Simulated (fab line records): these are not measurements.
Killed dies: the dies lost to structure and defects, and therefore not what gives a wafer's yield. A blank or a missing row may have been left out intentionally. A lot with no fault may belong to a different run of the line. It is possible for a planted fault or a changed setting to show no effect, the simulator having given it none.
Matching of chambers	flow nand-harc	rie-diel-13 running NHARC_A_STAIRCASE_TRIM_220: 4 sister chambers
The step chemistry O2, time 211.2 s. 18 wafers are shown with their chamber, then 9 later ones without.

## WAFERS PAIRED WITH THEIR CHAMBERS
wafer	chamber	drypump-motor-current-A (A)	showerhead-plenum-p-Torr (Torr)	oes-product-au (a.u.)
L074.3	0	5.3	3.56	0.997
L074.4	2	5.2	3.63	1.018
L074.6	1	5.9	3.45	0.994
L075.2	0	5.3	3.56	1.009
L075.4	1	5.9	3.45	0.984
L075.5	0	5.3	3.56	1.000
L081.1	1	5.9	3.44	0.986
L081.4	1	5.9	3.44	0.985
L081.6	3	5.5	3.55	1.016
L082.1	1	5.9	3.44	0.980
L082.3	2	5.1	3.62	0.999
L082.4	0	5.4	3.55	0.999
L088.1	1	5.9	3.42	1.005
L088.2	0	5.3	3.54	1.011
L088.4	2	5.1	3.61	1.010
L092.1	0	5.4	3.53	0.994
L092.4	1	5.9	3.42	0.997
L092.5	2	5.2	3.60	1.018

SIGNATURES (averages over the wafers above)
reading	chamber 0	chamber 1	chamber 2	chamber 3	scatter within a chamber
drypump-motor-current-A	5.333	5.900	5.150	5.500	0.0408
showerhead-plenum-p-Torr	3.5500	3.4371	3.6150	3.5500	0.0127
oes-product-au	1.00167	0.99014	1.01125	1.01600	0.0082
Rule: for a wafer and a chamber, the distance is found by dividing, reading by reading, the gap between the wafer's reading and the chamber's mean by the reading's scatter, squaring, summing and taking the root. The wafer belongs to the nearest chamber; if the next one is less than 2 further off, it can't be placed. The scatter is the square root of a quotient: the sum, over the shown wafers, of each reading's squared deviation from its chamber's mean, divided by wafers minus chambers.

## WAFERS MISSING THEIR CHAMBER
wafer	drypump-motor-current-A (A)	showerhead-plenum-p-Torr (Torr)	oes-product-au (a.u.)
L095.1	5.9	3.42	0.984
L095.4	5.2	3.60	0.991
L095.6	5.9	3.42	0.984
L096.4	5.2	3.60	0.999
L096.5	5.1	3.60	1.004
L096.6	5.6	3.53	0.996
L097.2	5.1	3.60	0.999
L097.4	5.5	3.53	0.979
L097.6	5.4	3.53	0.994

## CHAMBER TAKEN BY EACH
wafer	from the rows above	in truth
L095.1	1	1
L095.4	2	2
L095.6	1	1
L096.4	2	2
L096.5	2	2
L096.6	3	3
L097.2	2	2
L097.4	can't be placed: 3 or 0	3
L097.6	can't be placed: 0 or 3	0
Correct placement for 7 of the 9. These rows do not allow placing 2 (true chamber among the candidates in 2). Wrongly placed: 0.
